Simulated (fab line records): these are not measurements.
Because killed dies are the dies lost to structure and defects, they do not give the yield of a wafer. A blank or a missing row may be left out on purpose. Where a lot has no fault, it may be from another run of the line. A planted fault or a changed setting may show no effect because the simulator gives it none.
Matching of chambers :: flow n5-finfet :: 4 sister chambers for N5_BEOL_M13_ETCH_68 on rie-diel-02
The step etches SOC in N2/H2, time 355 s. 4 wafers are shown with their chamber, then 10 later ones without.

EACH WAFER AND ITS CHAMBER
wafer: L079.1
chamber: 0
showerhead-plenum-p-Torr (Torr): 2.65

wafer: L079.3
chamber: 3
showerhead-plenum-p-Torr (Torr): 2.59

wafer: L081.1
chamber: 1
showerhead-plenum-p-Torr (Torr): 2.43

wafer: L081.3
chamber: 2
showerhead-plenum-p-Torr (Torr): 2.52

WAFERS MISSING THEIR CHAMBER
wafer: L081.5
showerhead-plenum-p-Torr (Torr): 2.52

wafer: L082.2
showerhead-plenum-p-Torr (Torr): 2.65

wafer: L082.3
showerhead-plenum-p-Torr (Torr): 2.52

wafer: L082.5
showerhead-plenum-p-Torr (Torr): 2.43

wafer: L091.1
showerhead-plenum-p-Torr (Torr): 2.51

wafer: L091.3
showerhead-plenum-p-Torr (Torr): 2.58

wafer: L091.6
showerhead-plenum-p-Torr (Torr): 2.42

wafer: L097.1
showerhead-plenum-p-Torr (Torr): 2.64

wafer: L097.2
showerhead-plenum-p-Torr (Torr): 2.42

wafer: L097.6
showerhead-plenum-p-Torr (Torr): 2.51

EACH ONE'S CHAMBER
wafer: L081.5
from the rows above: 2
in truth: 2

wafer: L082.2
from the rows above: 0
in truth: 0

wafer: L082.3
from the rows above: 2
in truth: 2

wafer: L082.5
from the rows above: 1
in truth: 1

wafer: L091.1
from the rows above: 2
in truth: 2

wafer: L091.3
from the rows above: 3
in truth: 3

wafer: L091.6
from the rows above: 1
in truth: 1

wafer: L097.1
from the rows above: 0
in truth: 0

wafer: L097.2
from the rows above: 1
in truth: 1

wafer: L097.6
from the rows above: 2
in truth: 2
Correctly placed: 10 of 10. Can't be placed from these rows: 0. Placed wrongly: 0.
How it was worked out, from the rows above alone: a wafer's distance from a chamber is the root of the sum, over the readings, of the square of ((its reading less the chamber's mean) divided by the reading's scatter). The wafer belongs to the nearest chamber; if the next one is less than 2 further off, it can't be placed. Each chamber's mean is taken over the wafers shown for it. The scatter (one wafer shown for each chamber): square how far every hidden wafer sits from the nearest shown wafer, average those squares and take the square root.
